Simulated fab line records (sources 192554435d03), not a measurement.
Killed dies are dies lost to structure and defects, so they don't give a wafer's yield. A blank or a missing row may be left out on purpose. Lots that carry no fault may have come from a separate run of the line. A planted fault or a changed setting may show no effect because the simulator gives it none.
Lot-split experiment    flow n5Finfet    21 wafers read from 7 lots, route of 1938 steps

ON THE SPLIT
At N5_SD_EPI_N_EXPOSE_06 (exposes mask SD N BLK, target cd 120 nm), the setting doseMj was moved away from the recipe's 39.75 on 9 of the 21 wafers read, by -6.6% to +5.9%. For the rest of the wafers, this setting stayed at what the recipe calls for.

FROM THE SPLIT TO THE READING: what the file shows between them, 2 steps
- N5_SD_EPI_N_PEB_07: peb time 60 s
- N5_SD_EPI_N_DEVELOP_08: develop time 30 s

THE READING
cdNm (nm) at N5_SD_EPI_N_CD_MEAS_09, where the cd target is 120 nm. On this fab line, fault-free wafers typically give 119.5 nm with a standard deviation of 0.68 nm.

wafer   tool, chamber at the split  doseMj as run  against the recipe  cdNm, nm  against lot-mates on the recipe
L076.1  arfiScanner-03, 0           37.13          -6.6%               115.0     -4.2
L076.3  arfiScanner-03, 0           39.75          recipe              119.2     -
L076.5  arfiScanner-03, 0           37.13          -6.6%               115.1     -4.1
L080.1  arfiScanner-01, 0           39.75          recipe              118.7     -
L080.3  arfiScanner-01, 0           39.75          recipe              118.6     -
L080.6  arfiScanner-01, 0           39.75          recipe              119.2     -
L081.3  arfiScanner-01, 0           39.75          recipe              119.5     -
L081.4  arfiScanner-01, 0           38.8           -2.4%               118.1     -1.4
L081.6  arfiScanner-01, 0           38.8           -2.4%               117.6     -1.9
L083.2  arfiScanner-03, 0           39.75          recipe              119.0     -
L083.4  arfiScanner-03, 0           41.24          +3.7%               121.6     +2.2
L083.5  arfiScanner-03, 0           39.75          recipe              119.7     -
L095.1  arfiScanner-03, 0           39.75          recipe              118.9     -
L095.3  arfiScanner-03, 0           39.75          recipe              119.6     -
L095.4  arfiScanner-03, 0           39.75          recipe              119.6     -
L096.2  arfiScanner-02, 0           41.16          +3.5%               121.3     +0.9
L096.4  arfiScanner-02, 0           39.75          recipe              120.4     -
L096.6  arfiScanner-02, 0           41.16          +3.5%               121.8     +1.4
L097.1  arfiScanner-01, 0           39.75          recipe              119.1     -
L097.3  arfiScanner-01, 0           42.1           +5.9%               122.4     +3.3
L097.6  arfiScanner-01, 0           42.1           +5.9%               122.9     +3.8

THE FIT
A straight line over all 21 wafers: cdNm changes by +0.614 nm for each +1% of doseMj; r = +0.98; the points scatter about the line by 0.42 nm.
The same after taking each lot's own level away (the mean of its wafers on the recipe; 21 wafers): +0.587 nm for each +1%; r = +0.98; scatter 0.39 nm.
The reading moves by 3.9 nm for the largest change in doseMj, on that fit.
The span of the lots' own levels, 118.83 to 120.40 nm, comes to 2.3 times the standard deviation stated above.
The two slopes are in agreement: the lot-to-lot level therefore moves the slope only a little.
Check: -3.92 nm against its lot-mates is what the line predicts for one of the wafers moved furthest among these (-6.6%) when that wafer is left out of the fit. Against them it came out at -4.2 nm.

THE WHOLE CHAIN: every reading that the file lists as answering this split, in the file's order
step                      what it does                                                        reading                                                         change (the file's fit)                r (the file's)
N5_SD_EPI_N_CD_MEAS_09    target cd 120 nm                                                    cdNm                                                            +0.578 nm for each +1% of the setting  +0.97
N5_SD_EPI_N_DESCUM_14     chemistry O2, time 7.9 s                                            SD_EPI_N.cdNm (the simulator's own value, which no gauge read)  +0.598 nm for each +1% of the setting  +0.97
N5_SD_EPI_N_ETCH_34       etches SiARC in CF4, target depth 45.5 nm, time 75.8 s              SD_EPI_N.cdNm (the simulator's own value, which no gauge read)  +0.587 nm for each +1% of the setting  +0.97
N5_SD_EPI_N_ETCH_35       etches SOC in N2/H2, overetch 108 nm, time 486 s                    SD_EPI_N.cdNm (the simulator's own value, which no gauge read)  +0.71 nm for each +1% of the setting   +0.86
N5_SD_EPI_N_ETCH_16       etches SiO2 in CHF3/O2, target depth 5 nm                           SD_EPI_N.cdNm (the simulator's own value, which no gauge read)  +0.704 nm for each +1% of the setting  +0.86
N5_SD_EPI_N_SD_RECESS_17  chemistry HBr/Cl2/O2, target depth 41 nm, time 23.7 s, bt time 3 s  SD_EPI_N.cdNm (the simulator's own value, which no gauge read)  +0.695 nm for each +1% of the setting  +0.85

THE FILE'S OWN FIT
cdNm changes by +0.578 nm for each +1% of doseMj, r = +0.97.
